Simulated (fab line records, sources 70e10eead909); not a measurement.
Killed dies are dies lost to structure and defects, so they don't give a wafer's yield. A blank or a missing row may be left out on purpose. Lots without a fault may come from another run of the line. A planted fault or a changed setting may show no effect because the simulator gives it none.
Chamber matching | flow nand_harc | NHARC_A_BONDPAD_ETCH_12 on rie_diel-09: 4 sister chambers
The step etches the open film in CHF3/O2, target depth 220 nm, time 110 s. 22 wafers are shown with their chamber, then 10 later ones without.

WAFERS WITH THEIR CHAMBER
wafer  | chamber | showerhead_plenum_p_Torr (Torr) | drypump_motor_current_A (A) | rf_vpp_V (V)
L167.2 | 1       | 2.28                            | 6.06                        | 367.8
L167.3 | 0       | 2.28                            | 5.80                        | 368.1
L167.6 | 2       | 2.54                            | 5.86                        | 373.2
L168.1 | 1       | 2.28                            | 6.04                        | 369.5
L168.4 | 3       | 2.57                            | 5.42                        | 374.0
L168.5 | 0       | 2.28                            | 5.76                        | 366.7
L166.4 | 3       | 2.57                            | 5.43                        | 372.3
L166.5 | 3       | 2.57                            | 5.45                        | 374.2
L166.6 | 0       | 2.28                            | 5.82                        | 368.4
L169.2 | 1       | 2.28                            | 6.03                        | 367.5
L169.4 | 3       | 2.57                            | 5.43                        | 374.3
L169.5 | 0       | 2.28                            | 5.80                        | 366.1
L170.1 | 0       | 2.28                            | 5.79                        | 366.2
L170.4 | 1       | 2.28                            | 6.04                        | 366.3
L170.5 | 2       | 2.54                            | 5.85                        | 373.0
L174.1 | 3       | 2.57                            | 5.44                        | 374.8
L174.4 | 2       | 2.54                            | 5.84                        | 372.7
L174.6 | 2       | 2.54                            | 5.85                        | 374.1
L175.2 | 1       | 2.28                            | 6.02                        | 368.2
L175.3 | 3       | 2.57                            | 5.42                        | 373.8
L175.5 | 0       | 2.27                            | 5.82                        | 369.3
L179.4 | 2       | 2.54                            | 5.88                        | 372.6

SIGNATURES (means of the wafers above)
reading                  | chamber 0 | chamber 1 | chamber 2 | chamber 3 | scatter within a chamber
showerhead_plenum_p_Torr | 2.2783    | 2.2800    | 2.5400    | 2.5700    | 0.00215
drypump_motor_current_A  | 5.7983    | 6.0380    | 5.8560    | 5.4317    | 0.0166
rf_vpp_V                 | 367.467   | 367.860   | 373.120   | 373.900   | 1.03
Rule: a wafer's distance from a chamber is the root of the sum, over the readings, of the square of ((its reading less the chamber's mean) divided by the reading's scatter). The wafer belongs to the nearest chamber; if the next one is less than 2 further off, it can't be placed. The scatter: the root of (the sum of the squares of (reading less its chamber's mean) over the shown wafers, divided by (wafers less chambers)).

WAFERS WITHOUT THEIR CHAMBER
wafer  | showerhead_plenum_p_Torr (Torr) | drypump_motor_current_A (A) | rf_vpp_V (V)
L179.5 | 2.57                            | 5.45                        | 372.9
L185.3 | 2.27                            | 5.77                        | 367.8
L185.4 | 2.54                            | 5.86                        | 374.0
L185.5 | 2.28                            | 6.03                        | 367.7
L188.1 | 2.54                            | 5.86                        | 373.3
L188.3 | 2.28                            | 6.04                        | 367.4
L188.6 | 2.28                            | 6.05                        | 367.8
L187.2 | 2.27                            | 5.79                        | 367.2
L187.5 | 2.28                            | 6.01                        | 368.5
L187.6 | 2.54                            | 5.88                        | 373.5

WHICH CHAMBER EACH WENT THROUGH
wafer  | from the rows above | in truth
L179.5 | 3                   | 3
L185.3 | 0                   | 0
L185.4 | 2                   | 2
L185.5 | 1                   | 1
L188.1 | 2                   | 2
L188.3 | 1                   | 1
L188.6 | 1                   | 1
L187.2 | 0                   | 0
L187.5 | 1                   | 1
L187.6 | 2                   | 2
Placed correctly: 10 of 10. Can't be placed from these rows: 0. Placed wrongly: 0.
